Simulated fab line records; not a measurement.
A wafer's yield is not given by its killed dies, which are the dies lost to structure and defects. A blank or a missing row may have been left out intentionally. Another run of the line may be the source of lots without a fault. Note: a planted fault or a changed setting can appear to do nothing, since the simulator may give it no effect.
fab line records    flow n5Finfet
record: lots: 4  wafers: 12  lastDay: 17
route steps=1938 shown BEOL_M6@1194
lots that met no fault: from a run of the same line without faults
startH: hours from the record's opening day to when the first of the lot's shown wafers began    waitH: hours elapsed since this lot's preceding step    " identical to the entry in the row above    L1.1+2: a row that stands for several wafers    - value missing, or start not given    * or withheld: withheld    < > ~ a bound
route shown NAME@n: names a module that has steps shown in the file, with the first one's number in the route    usual: the fault-free wafers' mean and standard deviation    same: alike in all rows    chamber/n: place in a boat    sites: the reading at each site    _std_site: the standard deviation of these    _edge_site: inner sites' mean taken away from outer sites' mean    radiusMm: how far each site lies from the wafer's centre    mask NAME#n: copy n    behind: the tool/chamber that last shaped the wafer    hold: why the lot went on hold/how many hours it stayed there/how the hold came to an end    device: the n, p or np transistor that did not switch    end of line: the route-end tests of the same wafers    step lacking rows: just its recipe    killed: dies that structure and defects cost at the first sort, which is not the same as the wafer's yield    map: the dies of a wafer, with x for killed, . for not killed, _ for no die there
set.NAME: the setting as run; set.NAME@STEP: as run at that earlier step    model.NAME: the simulator's own value behind a step, which no gauge read
lots at selected steps of the route; one table per step, one row per wafer
services: the hour from which a tool's chamber was out of use, counted from the record's first day as startH (under 0 if before that day), plus the number of hours and why
== steps ==
step: N5_BEOL_M6_ILD_DEP_00
recipe: material: SiCOH_lowk  targetThkA: 1797.5  tempC: 300  precursor: DEMS/porogen  pressureTorr: 5  rfW: 500  timeS: 33.4
step: N5_BEOL_M6_CURE_74
recipe: tempC: 385  timeS: 240  ambient: He/Ar  material: SiCOH_lowk
step: N5_BEOL_M6_PECVD_70
recipe: material: SiO2  targetThkA: 200  tempC: 400  precursor: TEOS/O2  pressureTorr: 5.5  rfW: 450  teosFlowSccm: 53.8  gas: O2  flowSccm: 3000  timeS: 22.7
step: N5_BEOL_M6_HM_DEP_02
recipe: material: TiN  targetThkA: 200  tempC: 25  chamberPressurePa: 0.49996
step: N5_BEOL_M6_COAT_59
recipe: resist: SOC  tempC: 250  timeS: 60  spinRpm: 1500  resistThkNm: 100
step: N5_BEOL_M6_COAT_60
recipe: resist: SiARC  tempC: 220  timeS: 60  spinRpm: 1500  resistThkNm: 35
step: N5_BEOL_M6_COAT_05
recipe: resist: CAR-ArF  spinRpm: 1500  resistThkNm: 90
step: N5_BEOL_M6_EBR_07
recipe: solvent: PGMEA  ebrWidthMm: 1.5
step: N5_BEOL_M6_SOFTBAKE_06
recipe: tempC: 110  timeS: 60  resist: CAR-ArF
step: N5_BEOL_M6_EXPOSE_08
recipe: maskId: M6  na: 1.35  sourceShape: dipole  sigmaInner: 0.817  sigmaOuter: 0.97  polarization: te  doseMj: 68.25
usual: exposureDoseMJCm2: 68.18/0.079  reticleTempC: 22.97/0.11
lot.wafer  tool            chamber  startH  waitH  mask  exposureDoseMJCm2  reticleTempC
L261.1     arfiScanner-02  0        210.62  -      M6#0  68.28              22.99
L261.3     "               0        "       "      M6#0  68.23              22.98
L261.6     "               0        "       "      M6#0  68.29              23.07
L272.1     arfiScanner-02  0        313.27  -      M6#0  66.95              23.06
L272.4     "               0        "       "      M6#0  67.02              23.02
L272.6     "               0        "       "      M6#0  67.06              22.95
L274.2     arfiScanner-03  0        313.44  -      M6#0  68.23              23.11
L274.4     "               0        "       "      M6#0  68.15              23.11
L274.5     "               0        "       "      M6#0  68.20              22.99
L273.3     arfiScanner-02  0        318.39  -      M6#0  67.20              22.97
L273.4     "               0        "       "      M6#0  67.19              23.01
L273.6     "               0        "       "      M6#0  67.22              22.94
step: N5_BEOL_M6_PEB_09
recipe: pebTempC: withheld  pebTimeS: 60  resist: CAR-ArF
step: N5_BEOL_M6_DEVELOP_10
recipe: developTimeS: 30  developer: TMAH  resist: CAR-ArF  rinseLiquid: diw  dry: airSpin  devTempC: 23
step: N5_BEOL_M6_DESCUM_16
recipe: chemistry: O2  timeS: 7.9  sourcePowerW: 50  biasPowerW: 20  pressureMtorr: 20  rfFrequencyHz: 2.712e+07  tempC: 40  resist: CAR-ArF  o2FlowSccm: 225
step: N5_BEOL_M6_ETCH_61
recipe: chemistry: CF4  target: SiARC  targetDepthA: 455  maskMaterial: CAR-ArF  timeS: 75.8  ionEnergyEv: 80  pressureMtorr: 40  sourceW: 545  biasW: 36  Ar_flow_sccm: 100  cf4FlowSccm: 100  ends: cleared
usual: drypumpMotorCurrentA: 5.5/0.37  etchRfOnTimeS: 75.8/1.6  oesProductAu: 0.70/0.063  rfVppV: 184.7/1.1  showerheadPlenumPTorr: 2.19/0.054  throttleValvePct: 15.38/0.29
lot.wafer  tool        chamber  startH  waitH  drypumpMotorCurrentA  etchRfOnTimeS  oesProductAu  rfHoursCounterH  rfVppV  showerheadPlenumPTorr  throttleValvePct  model.BEOL_M6.cdOffsetNm
L261.1     rieDiel-04  1        210.88  0.0    6.2                   75.1           0.62          209              184.6   2.21                   16.03             0.2
L261.3     "           3        "       "      5.5                   76.3           0.76          20               183.3   2.19                   15.17             -0.6
L261.6     "           2        "       "      5.9                   76.9           0.61          -                183.5   2.12                   15.69             0.6
L272.1     rieDiel-01  2        313.67  0.0    5.9                   76.5           0.66          110              184.9   2.22                   15.33             -1.4
L272.4     "           2        "       "      5.9                   77.2           0.65          -                186.1   2.22                   15.34             -1.2
L272.6     "           3        "       "      5.2                   72.2           0.72          -                184.3   2.17                   15.41             -1.2
L274.2     rieDiel-01  0        313.92  0.0    5.9                   75.5           0.70          67               185.3   2.26                   15.17             0.6
L274.4     "           2        "       "      5.9                   77.4           0.65          -                185.3   2.22                   15.34             0.4
L274.5     "           0        "       "      5.9                   76.1           0.70          -                183.9   2.26                   15.17             0.2
L273.3     rieDiel-04  1        318.63  0.0    6.2                   74.0           0.61          240              184.4   2.20                   16.07             -0.6
L273.4     "           0        "       "      6.1                   74.2           0.74          69               183.6   2.17                   15.17             -0.2
L273.6     "           3        "       "      5.5                   74.5           0.71          -                184.4   2.18                   15.23             -1.2
step: N5_BEOL_M6_ETCH_62
recipe: chemistry: N2/H2  target: SOC  targetDepthA: 1100  overetchA: 220  maskMaterial: SiARC  tempC: 40  timeS: 165  ionEnergyEv: 200  pressureMtorr: 30  sourceW: 840  biasW: 150  n2FlowSccm: 200  h2FlowSccm: 200
step: N5_BEOL_M6_STRIP_68
recipe: chemistry: N2/H2  tempC: 40  n2FlowSccm: 200  h2FlowSccm: 200  rfFrequencyHz: 6e+07
step: N5_BEOL_M6_STRIP_67
recipe: chemistry: CF4  resist: SiARC  powerW: 300  biasPowerW: 75  pressureMtorr: 50  cf4FlowSccm: 150  rfFrequencyHz: 6e+07
step: N5_BEOL_M6_HM_OPEN_17
recipe: chemistry: Cl2/BCl3  targetDepthA: 200  overetchA: 60  target: TiN  maskMaterial: SOC  ionEnergyEv: 150  pressureMtorr: 10  icpW: 1000  biasW: 126  Cl2_flow_sccm: 53.25  bcl3FlowSccm: 21.75  Ar_flow_sccm: 25
usual: drypumpMotorCurrentA: 5.7/0.59  oesProductAu: 0.67/0.046  throttleValvePct: 22.03/0.14
lot.wafer  tool         chamber  startH  waitH  drypumpMotorCurrentA  oesProductAu  rfHoursCounterH  throttleValvePct  model.BEOL_M6.cdOffsetNm
L261.1     rieMetal-01  0        211.12  0.0    5.6                   0.67          39               22.10             0
L261.3     "            0        "       "      5.5                   0.66          -                22.11             -1
L261.6     "            1        "       "      5.0                   0.67          -                21.98             0
L272.1     rieMetal-01  0        313.91  0.0    5.5                   0.64          48               22.15             -1.4
L272.4     "            0        "       "      5.6                   0.63          -                22.14             -1
L272.6     "            0        "       "      5.6                   0.63          -                22.12             -1.2
L274.2     rieMetal-01  0        314.17  0.0    5.5                   0.64          48               22.12             1
L274.4     "            0        "       "      5.6                   0.64          -                22.11             0.8
L274.5     "            1        "       "      5.0                   0.66          -                21.99             0.2
L273.3     rieMetal-03  0        318.90  0.1    5.7                   0.74          -                21.89             -0.8
L273.4     "            1        "       "      6.7                   0.68          -                21.98             0
L273.6     "            1        "       "      6.7                   0.68          -                21.98             -1.2
step: N5_BEOL_M6_STRIP_19
recipe: chemistry: O2  powerW: 400  tempC: 40  pressureMtorr: 30  rfFrequencyHz: 6e+07  biasPowerW: 0  overashFraction: 0.2  o2FlowSccm: 225
== services ==
tool            chamber  startH  hours  kind
arfiScanner-03  0        191.87  -      calibration
rieDiel-01      -        202.64  0.5    repair
arfiScanner-02  -        208.87  1.0    pm
arfiScanner-03  -        208.96  1.0    pm
arfiScanner-02  0        210.73  -      calibration
arfiScanner-02  -        212.55  1.3    pm
rieMetal-03     -        221.17  2.8    pm
arfiScanner-03  -        230.30  1.0    pm
arfiScanner-02  -        231.36  1.6    repair
arfiScanner-03  -        242.49  6.5    repair
rieDiel-01      -        252.18  2.8    pm
arfiScanner-02  -        254.95  1.0    pm
arfiScanner-03  -        257.45  1.3    pm
arfiScanner-03  -        259.00  2.4    repair
arfiScanner-02  -        263.30  0.4    repair
arfiScanner-02  -        268.92  0.8    pm
rieMetal-03     1        272.82  4.8    repair
arfiScanner-03  -        276.10  1.0    pm
arfiScanner-03  -        304.30  0.8    pm
rieDiel-01      1        310.65  -      clean
rieDiel-01      1        310.65  -      consumableReplace:focusRing
rieDiel-01      1        310.65  29.0   scheduledDown
rieDiel-01      1        310.65  29.0   ventCycle
== key ==
firstSign: step: N5_BEOL_M6_EXPOSE_08  reading: exposureDoseMJCm2  direction: down  sigmas: 14  usual: 68.18  struck: 67.11
effect none on later readings
modelEffect: step: N5_BEOL_M6_ETCH_61  value: BEOL_M6.cdOffsetNm  without: -0.1  struck: -0.9667
modelEffect: step: N5_BEOL_M6_HM_OPEN_17  value: BEOL_M6.cdOffsetNm  without: -0.1333  struck: -0.9333
metAt N5_BEOL_M6_EXPOSE_08
struckWafers L272.1,L272.4,L272.6,L273.3,L273.4,L273.6
loopTrim: step: N5_BEOL_M6_EXPOSE_08  setting: dose  lots: L273
onsetBetween 210.62 313.27
fault: kind: processParameterDrift  tool: arfiScanner-02  chamber: -  onsetH: 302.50  steps: N5_BEOL_M6_EXPOSE_08  channel: doseMj  offset: -1.2734  shape: step  actsIn: theseRecipesOnly  stated: 68.25
loopTrim: a control loop set the setting to another value than it would have without faults
